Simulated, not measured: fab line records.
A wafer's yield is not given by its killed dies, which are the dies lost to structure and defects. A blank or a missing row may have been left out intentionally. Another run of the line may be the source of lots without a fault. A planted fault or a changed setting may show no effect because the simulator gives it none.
Chamber matching || flow n5_finfet || N5_HKMG_FIN_ALD_79 on ald_metal-02: 4 sister chambers
The step deposits TiN, target thk 1.5 nm, pulse time 1 s, purge time 3 s. 8 wafers are shown with their chamber, then 12 later ones without.

== WAFERS, EACH WITH ITS CHAMBER ==
{"wafer": "L091.2", "chamber": 2, "heater_power_w (W)": 924, "precursor_pulse_height_rel": 1.014}
{"wafer": "L091.3", "chamber": 0, "heater_power_w (W)": 1067, "precursor_pulse_height_rel": 0.991}
{"wafer": "L091.4", "chamber": 1, "heater_power_w (W)": 903, "precursor_pulse_height_rel": 0.989}
{"wafer": "L091.5", "chamber": 1, "heater_power_w (W)": 861, "precursor_pulse_height_rel": 1.017}
{"wafer": "L091.6", "chamber": 2, "heater_power_w (W)": 949, "precursor_pulse_height_rel": 1.026}
{"wafer": "L093.3", "chamber": 3, "heater_power_w (W)": 864, "precursor_pulse_height_rel": 1.010}
{"wafer": "L093.5", "chamber": 0, "heater_power_w (W)": 1081, "precursor_pulse_height_rel": 1.007}
{"wafer": "L093.6", "chamber": 3, "heater_power_w (W)": 867, "precursor_pulse_height_rel": 0.988}

== WAFERS WITHOUT THEIR CHAMBER ==
{"wafer": "L094.1", "heater_power_w (W)": 1082, "precursor_pulse_height_rel": 0.974}
{"wafer": "L094.2", "heater_power_w (W)": 854, "precursor_pulse_height_rel": 0.990}
{"wafer": "L094.4", "heater_power_w (W)": 868, "precursor_pulse_height_rel": 1.002}
{"wafer": "L096.1", "heater_power_w (W)": 855, "precursor_pulse_height_rel": 0.986}
{"wafer": "L096.2", "heater_power_w (W)": 869, "precursor_pulse_height_rel": 1.039}
{"wafer": "L096.3", "heater_power_w (W)": 1042, "precursor_pulse_height_rel": 0.962}
{"wafer": "L096.4", "heater_power_w (W)": 933, "precursor_pulse_height_rel": 0.980}
{"wafer": "L096.5", "heater_power_w (W)": 921, "precursor_pulse_height_rel": 0.978}
{"wafer": "L096.6", "heater_power_w (W)": 870, "precursor_pulse_height_rel": 1.012}
{"wafer": "L097.2", "heater_power_w (W)": 1087, "precursor_pulse_height_rel": 0.987}
{"wafer": "L097.4", "heater_power_w (W)": 941, "precursor_pulse_height_rel": 1.047}
{"wafer": "L097.6", "heater_power_w (W)": 862, "precursor_pulse_height_rel": 0.978}

== WHICH CHAMBER EACH WENT THROUGH ==
{"wafer": "L094.1", "from the rows above": 0, "in truth": 0}
{"wafer": "L094.2", "from the rows above": "can't be placed: 3 or 1", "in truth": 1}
{"wafer": "L094.4", "from the rows above": "can't be placed: 3 or 1", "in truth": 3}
{"wafer": "L096.1", "from the rows above": "can't be placed: 3 or 1", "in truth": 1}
{"wafer": "L096.2", "from the rows above": "can't be placed: 1 or 3 or 2", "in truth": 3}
{"wafer": "L096.3", "from the rows above": 0, "in truth": 0}
{"wafer": "L096.4", "from the rows above": "can't be placed: 2 or 1 or 3", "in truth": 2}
{"wafer": "L096.5", "from the rows above": "can't be placed: 1 or 2 or 3", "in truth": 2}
{"wafer": "L096.6", "from the rows above": "can't be placed: 1 or 3", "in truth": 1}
{"wafer": "L097.2", "from the rows above": 0, "in truth": 0}
{"wafer": "L097.4", "from the rows above": 2, "in truth": 2}
{"wafer": "L097.6", "from the rows above": "can't be placed: 3 or 1", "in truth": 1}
4 of 12 placed correctly. These rows do not allow placing 8 (true chamber among the candidates in 8). Wrongly placed: 0.
How it was worked out, from the rows above alone: a wafer's distance from a chamber is the root of the sum, over the readings, of the square of ((its reading less the chamber's mean) divided by the reading's scatter). The wafer belongs to the nearest chamber; if the next one is less than 2 further off, it can't be placed. For every chamber, the mean is computed from those of its wafers that are shown. The scatter is the square root of a quotient: the sum, over the shown wafers, of each reading's squared deviation from its chamber's mean, divided by wafers minus chambers.
